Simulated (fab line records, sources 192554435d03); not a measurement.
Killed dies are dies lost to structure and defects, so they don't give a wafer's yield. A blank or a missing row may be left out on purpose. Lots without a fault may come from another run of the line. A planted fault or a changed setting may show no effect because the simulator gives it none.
Chamber matching | flow n5_finfet | N5_BEOL_M6_ETCH_62 on rie_diel-04: 4 sister chambers
The step etches SOC in N2/H2, target depth 110 nm, overetch 22 nm, time 165 s. 18 wafers are shown with their chamber, then 9 later ones without.

WAFERS WITH THEIR CHAMBER
wafer  | chamber | drypump_motor_current_A (A) | throttle_valve_pct (%) | showerhead_plenum_p_Torr (Torr)
L079.2 | 2       | 5.1                         | 17.61                  | 2.49
L079.4 | 0       | 5.0                         | 17.92                  | 2.52
L079.6 | 2       | 5.1                         | 17.63                  | 2.49
L082.1 | 3       | 6.2                         | 17.40                  | 2.49
L082.2 | 1       | 6.0                         | 18.25                  | 2.61
L082.3 | 0       | 5.0                         | 17.93                  | 2.52
L083.1 | 3       | 6.2                         | 17.41                  | 2.49
L083.3 | 2       | 5.1                         | 17.62                  | 2.49
L083.4 | 1       | 6.0                         | 18.27                  | 2.61
L086.1 | 1       | 6.0                         | 18.26                  | 2.61
L086.2 | 3       | 6.2                         | 17.42                  | 2.49
L086.4 | 3       | 6.1                         | 17.41                  | 2.49
L088.2 | 3       | 6.2                         | 17.43                  | 2.49
L088.3 | 2       | 5.1                         | 17.64                  | 2.48
L088.6 | 2       | 5.1                         | 17.65                  | 2.48
L089.1 | 0       | 5.0                         | 17.95                  | 2.52
L089.2 | 3       | 6.2                         | 17.43                  | 2.48
L089.3 | 2       | 5.1                         | 17.64                  | 2.48

SIGNATURES (means of the wafers above)
reading                  | chamber 0 | chamber 1 | chamber 2 | chamber 3 | scatter within a chamber
drypump_motor_current_A  | 5.000     | 6.000     | 5.100     | 6.183     | 0.0244
throttle_valve_pct       | 17.9333   | 18.2600   | 17.6317   | 17.4167   | 0.0133
showerhead_plenum_p_Torr | 2.5200    | 2.6100    | 2.4850    | 2.4883    | 0.00408
Rule: a wafer's distance from a chamber is the root of the sum, over the readings, of the square of ((its reading less the chamber's mean) divided by the reading's scatter). The wafer belongs to the nearest chamber; if the next one is less than 2 further off, it can't be placed. The scatter: the root of (the sum of the squares of (reading less its chamber's mean) over the shown wafers, divided by (wafers less chambers)).

WAFERS WITHOUT THEIR CHAMBER
wafer  | drypump_motor_current_A (A) | throttle_valve_pct (%) | showerhead_plenum_p_Torr (Torr)
L090.1 | 6.2                         | 17.44                  | 2.48
L090.2 | 6.0                         | 18.29                  | 2.60
L090.3 | 5.0                         | 17.95                  | 2.52
L093.1 | 5.1                         | 17.66                  | 2.48
L093.5 | 5.0                         | 17.95                  | 2.51
L093.6 | 6.1                         | 17.46                  | 2.48
L096.1 | 5.0                         | 17.97                  | 2.51
L096.4 | 5.1                         | 17.69                  | 2.47
L096.6 | 6.1                         | 17.46                  | 2.48

WHICH CHAMBER EACH WENT THROUGH
wafer  | from the rows above | in truth
L090.1 | 3                   | 3
L090.2 | 1                   | 1
L090.3 | 0                   | 0
L093.1 | 2                   | 2
L093.5 | 0                   | 0
L093.6 | 3                   | 3
L096.1 | 0                   | 0
L096.4 | 2                   | 2
L096.6 | 3                   | 3
Placed correctly: 9 of 9. Can't be placed from these rows: 0. Placed wrongly: 0.
